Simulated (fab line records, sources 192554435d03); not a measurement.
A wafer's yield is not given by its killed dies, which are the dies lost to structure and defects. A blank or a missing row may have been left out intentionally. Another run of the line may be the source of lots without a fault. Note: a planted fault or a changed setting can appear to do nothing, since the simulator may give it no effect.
Matching of chambers :: flow n5_finfet :: N5_FIN_SAQP_MANDREL1_REMOVE_56 on rie_si-03 has 4 sister chambers
The step chemistry HBr/Cl2/O2, target a-Si, stops on SiNx, bt time 10 s. 16 wafers are shown with their chamber, then 8 later ones without.

EACH WAFER AND ITS CHAMBER
wafer: L077.2
chamber: 0
drypump_motor_current_A (A): 5.6
throttle_valve_pct (%): 36.8
oes_product_au (a.u.): 1.016

wafer: L077.4
chamber: 3
drypump_motor_current_A (A): 6.1
throttle_valve_pct (%): 37.1
oes_product_au (a.u.): 1.035

wafer: L077.5
chamber: 1
drypump_motor_current_A (A): 6.1
throttle_valve_pct (%): 36.8
oes_product_au (a.u.): 0.958

wafer: L078.1
chamber: 3
drypump_motor_current_A (A): 6.1
throttle_valve_pct (%): 37.1
oes_product_au (a.u.): 1.039

wafer: L078.2
chamber: 2
drypump_motor_current_A (A): 5.0
throttle_valve_pct (%): 37.3
oes_product_au (a.u.): 1.001

wafer: L078.6
chamber: 2
drypump_motor_current_A (A): 5.0
throttle_valve_pct (%): 37.4
oes_product_au (a.u.): 1.002

wafer: L080.1
chamber: 3
drypump_motor_current_A (A): 6.1
throttle_valve_pct (%): 37.1
oes_product_au (a.u.): 1.040

wafer: L080.3
chamber: 0
drypump_motor_current_A (A): 5.6
throttle_valve_pct (%): 36.8
oes_product_au (a.u.): 1.036

wafer: L080.4
chamber: 2
drypump_motor_current_A (A): 5.0
throttle_valve_pct (%): 37.3
oes_product_au (a.u.): 1.003

wafer: L087.1
chamber: 0
drypump_motor_current_A (A): 5.5
throttle_valve_pct (%): 36.8
oes_product_au (a.u.): 1.020

wafer: L087.2
chamber: 2
drypump_motor_current_A (A): 5.0
throttle_valve_pct (%): 37.3
oes_product_au (a.u.): 1.006

wafer: L087.5
chamber: 1
drypump_motor_current_A (A): 6.1
throttle_valve_pct (%): 36.8
oes_product_au (a.u.): 0.974

wafer: L088.1
chamber: 1
drypump_motor_current_A (A): 6.1
throttle_valve_pct (%): 36.8
oes_product_au (a.u.): 0.955

wafer: L088.2
chamber: 0
drypump_motor_current_A (A): 5.6
throttle_valve_pct (%): 36.8
oes_product_au (a.u.): 1.022

wafer: L088.4
chamber: 0
drypump_motor_current_A (A): 5.6
throttle_valve_pct (%): 36.8
oes_product_au (a.u.): 1.027

wafer: L089.3
chamber: 3
drypump_motor_current_A (A): 6.1
throttle_valve_pct (%): 37.1
oes_product_au (a.u.): 1.035

SIGNATURES, as means of the wafers listed above
reading: drypump_motor_current_A
chamber 0: 5.580
chamber 1: 6.100
chamber 2: 5.000
chamber 3: 6.100
scatter within a chamber: 0.0258

reading: throttle_valve_pct
chamber 0: 36.800
chamber 1: 36.800
chamber 2: 37.325
chamber 3: 37.100
scatter within a chamber: 0.025

reading: oes_product_au
chamber 0: 1.02420
chamber 1: 0.96233
chamber 2: 1.00300
chamber 3: 1.03725
scatter within a chamber: 0.00633
Rule: a wafer's distance from a chamber is the root of the sum, over the readings, of the square of ((its reading less the chamber's mean) divided by the reading's scatter). The wafer belongs to the nearest chamber; if the next one is less than 2 further off, it can't be placed. The scatter is the square root of a quotient: the sum, over the shown wafers, of each reading's squared deviation from its chamber's mean, divided by wafers minus chambers.

WAFERS WHOSE CHAMBER IS MISSING
wafer: L089.4
drypump_motor_current_A (A): 6.1
throttle_valve_pct (%): 37.1
oes_product_au (a.u.): 1.034

wafer: L089.6
drypump_motor_current_A (A): 5.6
throttle_valve_pct (%): 36.8
oes_product_au (a.u.): 1.030

wafer: L093.3
drypump_motor_current_A (A): 5.0
throttle_valve_pct (%): 37.4
oes_product_au (a.u.): 0.998

wafer: L093.4
drypump_motor_current_A (A): 5.6
throttle_valve_pct (%): 36.8
oes_product_au (a.u.): 1.018

wafer: L093.6
drypump_motor_current_A (A): 6.1
throttle_valve_pct (%): 37.1
oes_product_au (a.u.): 1.036

wafer: L096.1
drypump_motor_current_A (A): 5.0
throttle_valve_pct (%): 37.4
oes_product_au (a.u.): 0.995

wafer: L096.5
drypump_motor_current_A (A): 5.0
throttle_valve_pct (%): 37.4
oes_product_au (a.u.): 0.998

wafer: L096.6
drypump_motor_current_A (A): 6.1
throttle_valve_pct (%): 37.1
oes_product_au (a.u.): 1.023

WHICH CHAMBER EACH WENT THROUGH
wafer: L089.4
from the rows above: 3
in truth: 3

wafer: L089.6
from the rows above: 0
in truth: 0

wafer: L093.3
from the rows above: 2
in truth: 2

wafer: L093.4
from the rows above: 0
in truth: 0

wafer: L093.6
from the rows above: 3
in truth: 3

wafer: L096.1
from the rows above: 2
in truth: 2

wafer: L096.5
from the rows above: 2
in truth: 2

wafer: L096.6
from the rows above: 3
in truth: 3
Placed correctly: 8 of 8. Can't be placed from these rows: 0. 0 placed wrongly.
